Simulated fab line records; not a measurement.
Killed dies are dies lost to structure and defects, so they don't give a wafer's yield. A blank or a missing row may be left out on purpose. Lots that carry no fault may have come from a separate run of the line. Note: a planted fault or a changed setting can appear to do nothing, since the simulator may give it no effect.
Matching of chambers / flow n5 finfet / cvd co-02 running N5_BEOL_M5_PRE_CLEAN_77: 3 sister chambers
The step time 15 s. 3 wafers are shown with their chamber, then 12 later ones without.

WAFERS WITH THEIR CHAMBER
wafer=L090.4; chamber=0; heater power w (W)=82
wafer=L090.5; chamber=1; heater power w (W)=73
wafer=L090.6; chamber=2; heater power w (W)=55

WAFERS WITHOUT THEIR CHAMBER
wafer=L094.2; heater power w (W)=73
wafer=L094.4; heater power w (W)=81
wafer=L094.5; heater power w (W)=56
wafer=L092.2; heater power w (W)=84
wafer=L092.4; heater power w (W)=82
wafer=L092.6; heater power w (W)=73
wafer=L095.2; heater power w (W)=73
wafer=L095.3; heater power w (W)=57
wafer=L095.4; heater power w (W)=82
wafer=L096.2; heater power w (W)=56
wafer=L096.3; heater power w (W)=76
wafer=L096.6; heater power w (W)=74

THE CHAMBER EACH PASSED THROUGH
wafer=L094.2; from the rows above=1; in truth=1
wafer=L094.4; from the rows above=0; in truth=0
wafer=L094.5; from the rows above=2; in truth=2
wafer=L092.2; from the rows above=0; in truth=0
wafer=L092.4; from the rows above=0; in truth=0
wafer=L092.6; from the rows above=1; in truth=1
wafer=L095.2; from the rows above=1; in truth=1
wafer=L095.3; from the rows above=2; in truth=2
wafer=L095.4; from the rows above=0; in truth=0
wafer=L096.2; from the rows above=2; in truth=2
wafer=L096.3; from the rows above=1; in truth=1
wafer=L096.6; from the rows above=1; in truth=1
12 of 12 placed correctly. Left unplaced by these rows: 0. 0 placed wrongly.
How it was worked out, from the rows above alone: a wafer's distance from a chamber is the root of the sum, over the readings, of the square of ((its reading less the chamber's mean) divided by the reading's scatter). The wafer belongs to the nearest chamber; if the next one is less than 2 further off, it can't be placed. For every chamber, the mean is computed from those of its wafers that are shown. The scatter: root of mean squared gap, hidden wafer to nearest shown wafer, with one shown wafer a chamber.
